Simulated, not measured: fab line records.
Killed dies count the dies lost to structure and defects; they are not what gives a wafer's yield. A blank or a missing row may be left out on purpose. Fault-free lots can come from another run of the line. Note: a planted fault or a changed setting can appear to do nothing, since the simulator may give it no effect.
The tool behind it: which one?    flow n5-finfet    Sampling: 7 lots, 19 wafers, 4 of 1938 route steps

== WHAT THE GAUGES READ, wafer by wafer ==
N5_BEOL_M6_CD_MEAS_18: pitch 80 nm, target cd 40 nm.
lot   measured      on         cd-nm (nm)
L795  day 10 06:35  cd-sem-01  40.7 40.0 40.2
L802  day 10 17:43  cd-sem-02  40.6 40.2
L798  day 11 20:53  cd-sem-03  40.1 39.7 40.3
L804  day 12 01:35  cd-sem-02  - - -
L813  day 14 07:17  cd-sem-02  40.1 39.8
L815  day 14 12:05  cd-sem-03  40.6 39.6 39.9
L816  day 15 04:23  cd-sem-03  40.3 39.3 39.8

== TOOL THAT RAN EACH LOT (tool first, then ch and the chambers of the sampled wafers, then the start) ==
lot   N5_BEOL_M6_CURE_74             N5_BEOL_M6_ETCH_62                  N5_BEOL_M6_HM_OPEN_17
L795  uv-cure-03 ch 2, day 10 04:25  rie-diel-06 ch 0,2,3, day 10 06:12  rie-metal-02 ch 0,1, day 10 06:25
L802  uv-cure-01 ch 0, day 10 15:09  rie-diel-01 ch 1, day 10 17:20      rie-metal-03 ch 0,1, day 10 17:34
L798  uv-cure-01 ch 1, day 11 18:10  rie-diel-03 ch 0,3, day 11 20:11    rie-metal-02 ch 0,1, day 11 20:23
L804  uv-cure-03 ch 0, day 11 23:03  rie-diel-01 ch 1,2,3, day 12 01:13  rie-metal-01 ch 0,1, day 12 01:24
L813  uv-cure-01 ch 0, day 14 04:56  rie-diel-03 ch 0,3, day 14 06:37    rie-metal-02 ch 1, day 14 06:47
L815  uv-cure-03 ch 1, day 14 09:22  rie-diel-01 ch 0,2,3, day 14 11:43  rie-metal-01 ch 0,1, day 14 11:55
L816  uv-cure-02 ch 2, day 15 00:47  rie-diel-06 ch 0,2,3, day 15 04:01  rie-metal-03 ch 0,1, day 15 04:12
- N5_BEOL_M6_CURE_74: cures SiCOH lowk, time 240 s.
- N5_BEOL_M6_ETCH_62: etches SOC in N2/H2, target depth 110 nm, overetch 22 nm, time 165 s.
- N5_BEOL_M6_HM_OPEN_17: chemistry Cl2/BCl3, target TiN, target depth 20 nm, overetch 6 nm.

== THE ANSWER, worked out from the rows above alone ==
Rule: what is usual is taken from the lots themselves. Put in order of their means at a reading, lots are off if they are a third of the lots or fewer, leave a main group of 4 or more, and stand apart from it by a gap of 3 or more times the standard deviation of the main group's means; of several such gaps the widest counts. If all means in a main group match to the digits the tables above print for the reading, that group is not used. A lot without any number at a reading at which 4 lots or more have one is off too. The other lots that the step has rows for count as sound.
Off at N5_BEOL_M6_CD_MEAS_18 (cd-nm): L804. Without a number there: L804. For the main group the mean is 40.1 nm and the standard deviation 0.2.
A tool fits if, at a process step before that reading, it ran every lot that is off, and no sound lot after the first of them. The gauges at N5_BEOL_M6_CD_MEAS_18 are tried like those tools. Of those tried, none fits.

== WHAT HAD BEEN PUT IN BY THE SIMULATOR ==
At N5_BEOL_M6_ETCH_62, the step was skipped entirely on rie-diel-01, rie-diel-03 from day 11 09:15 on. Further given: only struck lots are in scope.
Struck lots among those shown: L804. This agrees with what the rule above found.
